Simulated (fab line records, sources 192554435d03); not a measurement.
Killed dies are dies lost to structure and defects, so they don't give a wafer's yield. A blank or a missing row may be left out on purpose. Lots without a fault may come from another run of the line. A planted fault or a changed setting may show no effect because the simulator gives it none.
Chamber matching | flow n5_finfet | N5_STI_FIN_REVEAL_STRIP_24 on rie_diel-04: 4 sister chambers
The step strips in N2/H2, time 90 s. 4 wafers are shown with their chamber, then 7 later ones without.

WAFERS WITH THEIR CHAMBER
wafer  | chamber | showerhead_plenum_p_Torr (Torr)
L077.5 | 3       | 3.40
L078.3 | 0       | 3.51
L080.2 | 2       | 3.31
L080.3 | 1       | 3.27

WAFERS WITHOUT THEIR CHAMBER
wafer  | showerhead_plenum_p_Torr (Torr)
L080.6 | 3.27
L091.3 | 3.25
L091.4 | 3.49
L091.5 | 3.38
L094.1 | 3.49
L094.4 | 3.25
L094.5 | 3.38

WHICH CHAMBER EACH WENT THROUGH
wafer  | from the rows above | in truth
L080.6 | 1                   | 1
L091.3 | 1                   | 1
L091.4 | 0                   | 0
L091.5 | 3                   | 3
L094.1 | 0                   | 0
L094.4 | 1                   | 1
L094.5 | 3                   | 3
Placed correctly: 7 of 7. Can't be placed from these rows: 0. Placed wrongly: 0.
How it was worked out, from the rows above alone: a wafer's distance from a chamber is the root of the sum, over the readings, of the square of ((its reading less the chamber's mean) divided by the reading's scatter). The wafer belongs to the nearest chamber; if the next one is less than 2 further off, it can't be placed. A chamber's mean is the mean of its shown wafers. The scatter: with one shown wafer a chamber, the root of the mean of the squares of how far each hidden wafer lies from its nearest shown one.
